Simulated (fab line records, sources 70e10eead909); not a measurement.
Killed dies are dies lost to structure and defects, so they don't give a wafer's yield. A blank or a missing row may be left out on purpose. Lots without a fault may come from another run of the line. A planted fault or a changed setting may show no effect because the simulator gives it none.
fab line records | flow nand_harc
record lots=7 wafers=20 last_day=26
route steps=1159 shown P_CONTACT@224 END@1159
lots that met no fault: from a run of the same line without faults
start_h: hours from the record's first day to the start of the lot's first wafer shown | wait_h: hours since the lot's step before | " the same as in the row above | L1.1+2: a row that stands for several wafers | - no value, or no start given | * or withheld: withheld | < > ~ a bound
route shown NAME@n: a module of which the file shows steps, and the number in the route of the first | usual: mean/standard deviation of fault-free wafers | same: alike in all rows | chamber/n: place in a boat | sites: the reading at each site | _std_site: their standard deviation | _edge_site: outer sites' mean less inner sites' | radius_mm: how far each site lies from the wafer's centre | mask NAME#n: copy n | behind: the tool/chamber that last shaped the wafer | hold: why the lot was held/for how many hours/how that ended | device: the transistor (n, p or np) that didn't switch | end of line: the same wafers' tests at the end of the route | a step without rows: its recipe alone | killed: dies lost to structure and defects at the first sort, not the wafer's yield | map: a wafer's dies, x killed, . not, _ none there
set.NAME: the setting as run; set.NAME@STEP: as run at that earlier step | model.NAME: the simulator's own value behind a step, which no gauge read
lots at some steps of the route; a table a step, a row a wafer
services: from which hour (start_h, from the record's first day; less than 0 if before it) a tool's chamber was out of use, for how many hours, and why
## steps
# step NHARC_P_CONTACT_COAT_33
# recipe temp_c=260 time_s=75
# step NHARC_P_CONTACT_COAT_34
# recipe temp_c=225 time_s=65
# step NHARC_P_CONTACT_COAT_06
# recipe spin_rpm=1500 resist_thk_nm=90
# step NHARC_P_CONTACT_SOFTBAKE_07
# recipe temp_c=105 time_s=55
# step NHARC_P_CONTACT_EBR_08
# step NHARC_P_CONTACT_EXPOSE_09
# recipe na=1.35 target_cd_nm=90 dose_mj=81.26 mask_id=P_CA
# step NHARC_P_CONTACT_PEB_10
# recipe peb_temp_c=100 peb_time_s=65
# step NHARC_P_CONTACT_DEVELOP_11
# recipe develop_time_s=35 dev_temp_c=23
# step NHARC_P_CONTACT_CD_MEAS_12
# recipe target_cd_nm=90 landing_energy_ev=500
# usual cd_nm=89.7/0.53
# same landing_energy_ev=500
# columns lot.wafer tool chamber start_h wait_h cd_nm
L253.1 cd_sem-01 0 117.94 - 89.1
L253.4 " 0 " " 89.5
L253.5 " 0 " " 89.9
L254.2 cd_sem-02 0 118.77 - 88.9
L254.5 " 0 " " 89.7
L254.6 " 0 " " 90.0
L260.1 cd_sem-01 0 151.87 - 90.2
L260.3 " 0 " " 90.0
L261.1 cd_sem-01 0 164.99 - 88.9
L261.2 " 0 " " 89.2
L261.4 " 0 " " 89.6
L263.1 cd_sem-02 0 189.83 - 89.4
L263.2 " 0 " " 88.9
L263.3 " 0 " " 89.7
L266.1 cd_sem-01 0 190.70 - 90.2
L266.3 " 0 " " 90.2
L266.4 " 0 " " 90.0
L272.2 cd_sem-03 0 228.94 - 89.8
L272.3 " 0 " " 90.0
L272.4 " 0 " " 89.7
# step NHARC_P_CONTACT_OVL_MEAS_13
# usual overlay_x_nm=-0.1/0.89 overlay_y_nm=0.2/0.73
# columns lot.wafer tool chamber start_h wait_h overlay_x_nm overlay_y_nm
L253.1 overlay-02 - 118.03 - -0.8 0.5
L253.4 " - " " 0.1 0.8
L253.5 " - " " -0.9 0.6
L254.2 overlay-01 - 118.86 - -0.7 -0.1
L254.5 " - " " -1.2 0.1
L254.6 " - " " -1.1 0.1
L260.1 overlay-01 - 151.96 - -1.4 0.1
L260.3 " - " " -0.8 0.5
L261.1 overlay-01 - 165.09 - 2.8 -0.2
L261.2 " - " " 2.2 -0.5
L261.4 " - " " 2.6 0.1
L263.1 overlay-01 - 189.92 - -0.7 0.1
L263.2 " - " " -0.5 0.3
L263.3 " - " " 0.0 -0.3
L266.1 overlay-02 - 190.79 - 0.5 -0.3
L266.3 " - " " 0.7 0.0
L266.4 " - " " -0.1 -0.4
L272.2 overlay-01 - 229.03 - -0.9 -0.2
L272.3 " - " " -1.2 -0.4
L272.4 " - " " -0.9 -0.3
# step NHARC_P_CONTACT_INSPECT_14
# usual raw_defect_count=2.9/1.8
# columns lot.wafer tool chamber start_h wait_h raw_defect_count
L253.1 defect_inspect-01 - 118.06 0.0 3
L253.4 " - " " 3
L253.5 " - " " 2
L254.2 defect_inspect-02 - 118.90 0.0 2
L254.5 " - " " 2
L254.6 " - " " 1
L260.1 defect_inspect-01 - 152.00 0.0 5
L260.3 " - " " 5
L261.1 defect_inspect-02 - 165.12 0.0 5
L261.2 " - " " 3
L261.4 " - " " 2
L263.1 defect_inspect-02 - 189.96 0.0 2
L263.2 " - " " 5
L263.3 " - " " 2
L266.1 defect_inspect-01 - 190.82 0.0 4
L266.3 " - " " 6
L266.4 " - " " 2
L272.2 defect_inspect-01 - 229.07 0.0 4
L272.3 " - " " 2
L272.4 " - " " 1
# step NHARC_P_CONTACT_DESCUM_17
# recipe time_s=3 o2_flow_sccm=200 ar_flow_sccm=0 bias_power_w=0 chemistry=O2
# usual drypump_motor_current_A=5.6/0.35 oes_product_au=0.997/0.007 rf_vpp_V=57.9/0.89 showerhead_plenum_p_Torr=1.95/0.099 throttle_valve_pct=11.312/0.0089
# columns lot.wafer tool chamber start_h wait_h drypump_motor_current_A oes_product_au rf_hours_counter_h rf_vpp_V showerhead_plenum_p_Torr throttle_valve_pct
L253.1 rie_diel-08 2 118.13 0.1 5.9 0.997 13 59.0 2.05 11.313
L253.4 " 3 " " 5.5 0.996 13 58.9 1.98 11.313
L253.5 " 2 " " 5.9 1.008 - 58.3 2.05 11.306
L254.2 rie_diel-09 1 118.98 0.1 5.4 0.985 15 55.8 1.78 11.307
L254.6 " 3 " " 5.2 0.997 - 58.0 1.95 11.317
L254.5 " 0 " " 4.8 0.992 - 57.8 1.83 11.308
L260.3 rie_diel-08 2 152.06 0.1 5.9 0.998 2 57.0 2.05 11.319
L260.1 " 1 " " 5.2 1.005 2 57.2 1.96 11.323
L261.1 rie_diel-08 1 165.18 0.1 5.1 1.003 4 58.8 1.96 11.323
L261.2 " 2 " " 5.9 0.998 3 57.8 2.05 11.305
L261.4 " 0 " " 5.3 0.993 3 60.0 1.90 11.304
L263.2 rie_diel-08 0 190.02 0.1 5.3 0.993 5 57.0 1.90 11.316
L263.3 " 1 " " 5.2 1.012 6 57.7 1.96 11.316
L263.1 " 2 " " 5.9 0.998 6 60.2 2.05 11.304
L266.1 rie_diel-06 2 190.88 0.1 5.6 0.997 11 57.3 1.91 11.325
L266.3 " 3 " " 5.1 0.994 13 58.2 2.05 11.317
L266.4 " 0 " " 5.8 1.001 - 56.9 1.78 11.325
L272.2 rie_diel-06 0 229.13 0.1 5.8 0.998 17 57.4 1.78 11.314
L272.3 " 1 " " 6.1 1.003 13 57.6 2.06 11.301
L272.4 " 2 " " 5.6 0.985 16 57.7 1.91 11.301
# step NHARC_P_CONTACT_ETCH_35
# recipe target_depth_a=390 over_etch_frac=0.3 time_s=65 ion_energy_ev=80 cf4_flow_sccm=150 ar_flow_sccm=0 rf_w=300 bias_w=100 chemistry=CF4
# usual drypump_motor_current_A=5.5/0.34 oes_product_au=0.999/0.0076 rf_vpp_V=151.6/1.4 showerhead_plenum_p_Torr=1.80/0.084 throttle_valve_pct=13.284/0.0093
# columns lot.wafer tool chamber start_h wait_h drypump_motor_current_A oes_product_au rf_hours_counter_h rf_vpp_V showerhead_plenum_p_Torr throttle_valve_pct
L253.1 rie_diel-08 2 118.22 0.1 5.9 1.006 13 152.4 1.89 13.296
L253.4 " 3 " " 5.5 1.005 13 151.5 1.83 13.285
L253.5 " 1 " " 5.2 1.011 - 152.3 1.81 13.288
L254.2 rie_diel-09 1 119.06 0.1 5.4 1.000 15 150.2 1.65 13.279
L254.5 " 2 " " 5.3 0.996 - 150.6 1.80 13.291
L254.6 " 3 " " 5.2 0.987 - 151.2 1.80 13.308
L260.3 rie_diel-08 0 152.14 0.1 5.3 0.805 2 150.2 1.75 13.281
L260.1 " 1 " " 5.2 1.002 2 151.9 1.81 13.280
L261.1 rie_diel-08 1 165.27 0.1 5.2 1.011 4 152.1 1.81 13.282
L261.4 " 3 " " 5.5 0.815 3 150.5 1.83 13.278
L261.2 " 0 " " 5.3 0.996 3 150.8 1.75 13.260
L263.3 rie_diel-08 1 190.10 0.1 5.2 0.808 6 152.0 1.81 13.279
L263.1 " 3 " " 5.5 0.991 5 151.8 1.83 13.281
L263.2 " 0 " " 5.3 1.002 5 150.3 1.75 13.279
L266.3 rie_diel-06 3 190.99 0.1 5.1 1.003 13 151.9 1.88 13.289
L266.1 " 0 " " 5.8 1.007 12 149.8 1.65 13.291
L266.4 " 2 " " 5.6 0.996 - 151.0 1.77 13.304
L272.2 rie_diel-06 3 229.21 0.1 5.1 0.999 18 154.6 1.88 13.290
L272.3 " 1 " " 6.1 1.003 13 152.0 1.89 13.270
L272.4 " 2 " " 5.6 0.983 16 151.1 1.76 13.283
# step NHARC_P_CONTACT_ETCH_36
# recipe target_depth_a=2600 over_etch_frac=0.25 time_s=406.25 ion_energy_ev=200 n2_flow_sccm=150 h2_flow_sccm=150 ar_flow_sccm=0 rf_w=400 bias_w=150 chemistry=N2/H2
# usual drypump_motor_current_A=5.5/0.33 n2_flow_sccm=150.1/0.41 oes_product_au=0.997/0.0079 rf_vpp_V=431.7/2.9 showerhead_plenum_p_Torr=2.08/0.11 throttle_valve_pct=14.172/0.0096
# columns lot.wafer tool chamber start_h wait_h drypump_motor_current_A n2_flow_sccm oes_product_au rf_hours_counter_h rf_vpp_V showerhead_plenum_p_Torr throttle_valve_pct
L253.1 rie_diel-08 2 - - 5.9 150.5 1.002 14 435.6 2.19 14.177
L253.4 " 0 " " 5.3 149.4 1.008 13 430.8 2.02 14.161
L253.5 " 2 " " 5.9 150.6 1.007 - 434.1 2.19 14.168
L254.2 rie_diel-09 2 - - 5.3 150.8 0.987 14 432.4 2.08 14.170
L254.5 " 1 " " 5.4 149.7 0.993 - 426.8 1.89 14.137
L254.6 " 2 " " 5.3 150.2 0.987 - 431.9 2.08 14.167
L260.1 rie_diel-08 0 - - 5.3 150.3 1.003 2 430.2 2.02 14.189
L260.3 " 2 " " 5.9 149.8 0.997 2 434.7 2.19 14.184
L261.2 rie_diel-08 2 - - 5.9 150.3 1.004 3 434.3 2.19 14.161
L261.4 " 3 " " 5.5 150.1 0.993 3 433.3 2.11 14.167
L261.1 " 0 " " 5.3 150.4 0.998 3 430.5 2.02 14.177
L263.1 rie_diel-08 1 - - 5.2 150.0 1.015 6 432.6 2.09 14.173
L263.3 " 3 " " 5.5 150.9 0.996 5 432.8 2.11 14.164
L263.2 " 0 " " 5.3 150.1 1.019 6 430.9 2.02 14.181
L266.1 rie_diel-06 0 - - 5.8 150.1 0.990 12 425.6 1.89 14.168
L266.3 " 2 " " 5.6 150.0 0.996 11 431.9 2.04 14.183
L266.4 " 3 " " 5.2 149.9 0.999 - 435.0 2.18 14.185
L272.2 rie_diel-06 2 - - 5.6 149.9 0.986 16 430.3 2.03 14.181
L272.4 " 3 " " 5.2 150.4 1.012 18 434.1 2.18 14.172
L272.3 " 0 " " 5.8 150.0 0.998 17 425.4 1.89 14.169
# step NHARC_END_SORT_01
# recipe temp_c=25
# usual killed_at_array=28/11 killed_at_other=0.9/1.2 killed_at_periphery=2.6/2.1 killed_dies=31/11 killed_open=3.1/1.7 killed_short=1.9/1.3
# same gross_dies=677
# columns lot.wafer tool chamber start_h wait_h killed_at_array killed_at_other killed_at_periphery killed_dies killed_open killed_short
L253.1 prober-01 0 491.82 2.5 40 2 2 44 2 2
L253.4 prober-01 0 494.29 3.5 36 3 2 41 4 1
L253.5 prober-01 0 495.11 3.8 35 2 3 40 2 1
L261.1 prober-01 0 556.79 2.5 13 0 1 14 3 3
L261.2 prober-01 0 557.59 2.8 15 4 5 24 3 3
L261.4 prober-01 0 559.19 3.4 15 1 635 651 5 1
L266.1 prober-02 0 556.87 2.5 32 1 5 38 7 0
L266.3 prober-02 0 558.46 3.1 29 1 2 32 2 2
L266.4 prober-02 0 559.26 3.4 33 2 0 35 4 2
L260.3 prober-01 0 566.23 3.1 32 0 591 623 3 1
L263.3 prober-01 0 574.09 3.1 32 0 615 647 5 2
# killed by level:class
L253.1 A_CHANNEL_HOLE_D1:chamber_film_flake=14 A_STAIRCASE:chamber_film_flake=7 A_SLIT:chamber_film_flake=5 A_CHANNEL_FILL_D1:chamber_film_flake=5 A_CONTACT:chamber_film_flake=3 A_BLC:chamber_film_flake=3 THIN_TSV:chamber_film_flake=2 P_GATE:geometric_particle:short=1
L253.4 A_CHANNEL_HOLE_D1:chamber_film_flake=14 A_STAIRCASE:chamber_film_flake=9 A_SLIT:chamber_film_flake=5 THIN_TSV:chamber_film_flake=3 A_CHANNEL_FILL_D1:chamber_film_flake=2 A_CONTACT:chamber_film_flake=2 P_GATE:geometric_particle:open=1 A_CHANNEL_HOLE_D1:geometric_particle:short=1
L253.5 A_CHANNEL_HOLE_D1:chamber_film_flake=15 A_STAIRCASE:chamber_film_flake=7 A_SLIT:chamber_film_flake=4 P_ZERO_WELL:chamber_film_flake=2 A_CHANNEL_FILL_D1:chamber_film_flake=2 A_CONTACT:chamber_film_flake=2 THIN_TSV:chamber_film_flake=2 A_CHANNEL_HOLE_D1:geometric_particle:open=1
L261.1 A_CHANNEL_HOLE_D1:chamber_film_flake=3 A_CONTACT:geometric_particle:short=2 A_CONTACT:chamber_film_flake=2 A_ONON_D1:geometric_particle:open=1 A_CHANNEL_FILL_D1:geometric_particle:short=1 A_WL_FILL:geometric_particle:open=1 A_CONTACT:geometric_particle:open=1 P_M0:chamber_film_flake=1
L266.1 A_CHANNEL_HOLE_D1:chamber_film_flake=21 A_CONTACT:chamber_film_flake=7 P_M0:geometric_particle:open=3 A_STAIRCASE:chamber_film_flake=2 P_CONTACT:geometric_particle:open=1 A_WL_FILL:geometric_particle:open=1 A_M0:geometric_particle:open=1 STARTING-WAFER:geometric_particle:open=1
L261.2 A_CHANNEL_HOLE_D1:chamber_film_flake=4 THIN_TSV:chamber_film_flake=4 A_ZERO_WELL:chamber_film_flake=3 P_CONTACT:geometric_particle:open=1 A_CHANNEL_FILL_D1:geometric_particle:short=1 A_WL_FILL:geometric_particle:short=1 A_CONTACT:geometric_particle:open=1 A_M0:geometric_particle:open=1
L266.3 A_CHANNEL_HOLE_D1:chamber_film_flake=14 A_CONTACT:chamber_film_flake=10 A_CHANNEL_FILL_D1:geometric_particle:open=1 A_STAIRCASE:geometric_particle:open=1 A_WL_FILL:geometric_particle:short=1 A_CONTACT:geometric_particle:short=1 P_ZERO_WELL:chamber_film_flake=1 P_GATE:chamber_film_flake=1
L261.4 P_CONTACT:area_etch=633 A_CHANNEL_HOLE_D1:chamber_film_flake=5 A_WL_FILL:chamber_film_flake=3 P_CONTACT:geometric_particle:open=2 A_CONTACT:chamber_film_flake=2 A_CHANNEL_FILL_D1:geometric_particle:open=1 A_WL_FILL:geometric_particle:open=1 A_CONTACT:geometric_particle:open=1
L266.4 A_CHANNEL_HOLE_D1:chamber_film_flake=19 A_CONTACT:chamber_film_flake=7 A_CONTACT:geometric_particle:open=2 THIN_TSV:chamber_film_flake=2 A_SOURCE_PLATE:geometric_particle:open=1 A_CHANNEL_HOLE_D1:geometric_particle:short=1 A_WL_FILL:geometric_particle:short=1 A_M0:geometric_particle:open=1
L260.3 P_CONTACT:area_etch=590 A_CHANNEL_HOLE_D1:chamber_film_flake=17 A_CONTACT:chamber_film_flake=8 A_CONTACT:geometric_particle:open=2 A_STAIRCASE:chamber_film_flake=2 P_CONTACT:geometric_particle:open=1 A_CHANNEL_HOLE_D1:geometric_particle:short=1 A_ZERO_WELL:chamber_film_flake=1
L263.3 P_CONTACT:area_etch=612 A_CHANNEL_HOLE_D1:chamber_film_flake=13 A_SLIT:chamber_film_flake=12 A_CHANNEL_FILL_D1:chamber_film_flake=2 P_GATE:geometric_particle:open=1 P_CONTACT:geometric_particle:open=1 P_M2:geometric_particle:open=1 A_SOURCE_PLATE:geometric_particle:open=1
# map L260.3 (x killed, . not)
____________x____________
_________xxxxxxx_________
_______xxxxxxxxxxx_______
______xxxxxxxxxxxxx______
_____xxxxxxxxxxxxxxx_____
____xxxxxxxxxxxxxxxxx____
____xxxxxxxxxxxxxxxxx____
___xxxxxxxxxxxxxxxxxxx___
___xxxxxxxxxxxxxxxxxxx___
__xxxxxxxxxxxxxxxxxxxxx__
__xxxxxxxxxx.xxxxxxxxxx__
_xxxxxxxxxxxxx.xxxxxxxxx_
_xxxxxxxxxxxxxx.xxxxxxxx_
_xxxxxxxx.xxxxxx.xxxxxxx_
_xxxxxxxx.xxxxx.xxxxxxxx_
_xxxxxxx.xxxxx.....xxxxx_
xxxxxxxxx.xxxxxx.xxxx.xxx
xxxxxxxxx.x..xxx.x.xxx.xx
xxxxxxxxxxxx.xxx.xx.xxxxx
xxxxxxxxxxxxxxxxxxx..x.xx
xxxxxx.xxxxxxx..x.xxx.xxx
_xxxxxxxxxxxxxxx.x.xx.xx_
_xxxxxxxxxxx.x.x..xx.xxx_
_xxxxxxxxxx.xxx.x.x..xxx_
_xxxxxxxx.x.xxxx.x.x.xxx_
_xxxxxxxxxxxxxxxxxxxxxxx_
__xxxxxxxxxxxx.xxxxxxxx__
__xxxxxxxxxxxxxxxxx.xxx__
___xxxxxxxxxxxxxxx.xxx___
___xxxxxxxxxxxxxxxxxxx___
____xxxxxxxxxxxxxxxxx____
____xxxxxxxxxxxxxxxxx____
_____xxxxxxxxxxxxxxx_____
______xxxxxxxxxxxxx______
_______xxxxxxxxxxx_______
_________xxxxxxx_________
____________x____________
# map L261.4 (x killed, . not)
____________.____________
_________xxxxxxx_________
_______xxxx.x.xxxx_______
______xxx.xxx...xx.______
_____xxxx.xxxxxx.xxx_____
____xxxxxx.xxxxx.xx.x____
____xxxxxxxxxxx.xxxxx____
___xxxxxxxxxxxxxxxxxxx___
___xxxxxxxxxxxxxxxxxxx___
__.xxxxxxxxxxxxxxxxxxxx__
__xxxxxxxxxxxxxxxxx.xxx__
_xxxxxxxxxxxxxxx.xxxxxx._
_xxxxxxx.xxxxxxxxxxxxxxx_
_xxxxxxxxxxxxxxxxxxxxxx._
_x.xxxxxxxxxxxxxxxxx.xxx_
_xxxxx.xxxxxxxxxxxxxxxxx_
xxxxxxxxxxxxxxxxxxxxxxx.x
xxxxxxxxxxxxxxxxxxxxxxxxx
xxxxxxxxxxxxxxxxxxxxxxxxx
xxxxxxxxxxxxxxxxxxxxxxxxx
xxxxxxxxxxxxxxxxxxxxxxxx.
_xxxxxxxxxxxxxxxxxxxxxxx_
_xxxxxxxxxxxxxxxxxxxxxxx_
_xxxxxxxxxxxxxxxxxxxxxxx_
_xxxxxxxxxxxxxxxxxxxxxxx_
_xxxxxxxxxxxxxxxxxxxxxxx_
__xxxxxxxxxxxxxxxxxx.xx__
__xxxxxxxxxxxxxxxxxxxxx__
___xxxxxxxxxxxxxxxxxxx___
___xxxxxxxxxxxxxxxxxxx___
____xxxxxxxxxxxxxxxxx____
____xxxxxxxxxxxxxxxxx____
_____xxxxxxxxxxxxxxx_____
______xxxxxxxxxxxxx______
_______xxxxxxxxxxx_______
_________xxxxxxx_________
____________x____________
## services
# columns tool chamber start_h hours kind
rie_diel-08 3 96.93 9.8 repair
rie_diel-08 0 103.92 - clean
rie_diel-08 1 103.92 - clean
rie_diel-08 2 103.92 - clean
rie_diel-08 - 124.84 9.0 pm
rie_diel-08 0 124.84 9.0 vent_cycle
rie_diel-08 1 124.84 9.0 vent_cycle
rie_diel-08 2 124.84 9.0 vent_cycle
rie_diel-08 3 124.84 9.0 vent_cycle
rie_diel-08 0 133.84 - clean
rie_diel-08 1 133.84 - clean
rie_diel-08 2 133.84 - clean
rie_diel-08 3 133.84 - clean
rie_diel-09 1 136.78 2.4 repair
rie_diel-08 0 158.37 - clean
rie_diel-08 1 158.37 - clean
rie_diel-08 2 158.37 - clean
rie_diel-08 3 158.37 - clean
rie_diel-08 - 159.65 0.1 repair
rie_diel-06 2 165.20 3.2 repair
rie_diel-06 2 169.35 5.5 repair
rie_diel-08 0 182.87 - clean
rie_diel-06 1 183.93 2.6 repair
rie_diel-06 1 190.50 16.4 repair
## key
first_sign step=NHARC_P_CONTACT_ETCH_35 reading=oes_product_au direction=down sigmas=25 usual=0.999 struck=0.809
effect step=NHARC_END_SORT_01 reading=killed_at_periphery direction=up sigmas=99+ usual=2.6 struck=613.7
more_kills_born_at NHARC_P_CONTACT_ETCH_35@rie_diel-08=1835
met_at NHARC_P_CONTACT_ETCH_35
struck_wafers L260.3,L261.4,L263.3
later_rows_left_out L260.3,L261.4,L263.3
tester_left_out L260,L261,L263
onset_between 118.22 152.14
fault kind=process_parameter_drift tool=rie_diel-08 chamber=- onset_h=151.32 steps=NHARC_P_CONTACT_ETCH_35 channel=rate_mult offset=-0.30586 shape=step end_h=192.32 scope=struck_wafers_only
# tester_left_out: of these lots the tester's yield and bins aren't shown, on N5 and GAA mostly nor the transistor test; their killed dies are dies lost to structure and defects alone, not to doping, threshold or leakage, so they don't give the yield
# later_rows_left_out: the simulator's readings of these wafers behind a module that went badly wrong aren't trusted and aren't shown, but for the sort
